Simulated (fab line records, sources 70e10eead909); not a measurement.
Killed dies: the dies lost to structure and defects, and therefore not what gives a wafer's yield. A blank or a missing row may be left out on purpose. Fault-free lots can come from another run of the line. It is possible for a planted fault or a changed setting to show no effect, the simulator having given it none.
Matching of chambers | flow nandHarc | pecvd-02 running NHARC_THIN_TSV_DEP_47: 3 sister chambers
The step deposits SiO2, target thk 200 nm. 3 wafers are shown with their chamber, then 9 later ones without.

## EACH WAFER AND ITS CHAMBER
wafer  | chamber | throttleValvePct (%)
L147.3 | 0       | 14.6
L147.5 | 2       | 16.3
L147.6 | 1       | 15.4

## WAFERS WITHOUT THEIR CHAMBER
wafer  | throttleValvePct (%)
L152.2 | 15.1
L152.3 | 16.2
L152.6 | 15.7
L153.1 | 15.0
L153.4 | 16.3
L153.5 | 15.0
L156.2 | 14.9
L156.4 | 15.2
L156.5 | 16.2

## WHICH CHAMBER EACH ONE RAN IN
wafer  | from the rows above     | in truth
L152.2 | can't be placed: 1 or 0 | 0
L152.3 | 2                       | 2
L152.6 | can't be placed: 1 or 2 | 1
L153.1 | can't be placed: 0 or 1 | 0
L153.4 | 2                       | 2
L153.5 | can't be placed: 0 or 1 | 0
L156.2 | can't be placed: 0 or 1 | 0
L156.4 | can't be placed: 1 or 0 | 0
L156.5 | 2                       | 2
Correct placement for 3 of the 9. Cannot be placed on the basis of these rows: 6; the candidates contain the true chamber in 6. 0 placed wrongly.
How it was worked out, from the rows above alone: a wafer's distance from a chamber is the root of the sum, over the readings, of the square of ((its reading less the chamber's mean) divided by the reading's scatter). If the next closest chamber is less than 2 further off than the closest, the wafer can't be placed; otherwise it belongs to the closest. For every chamber, the mean is computed from those of its wafers that are shown. The scatter: with one shown wafer a chamber, the root of the mean of the squares of how far each hidden wafer lies from its nearest shown one.
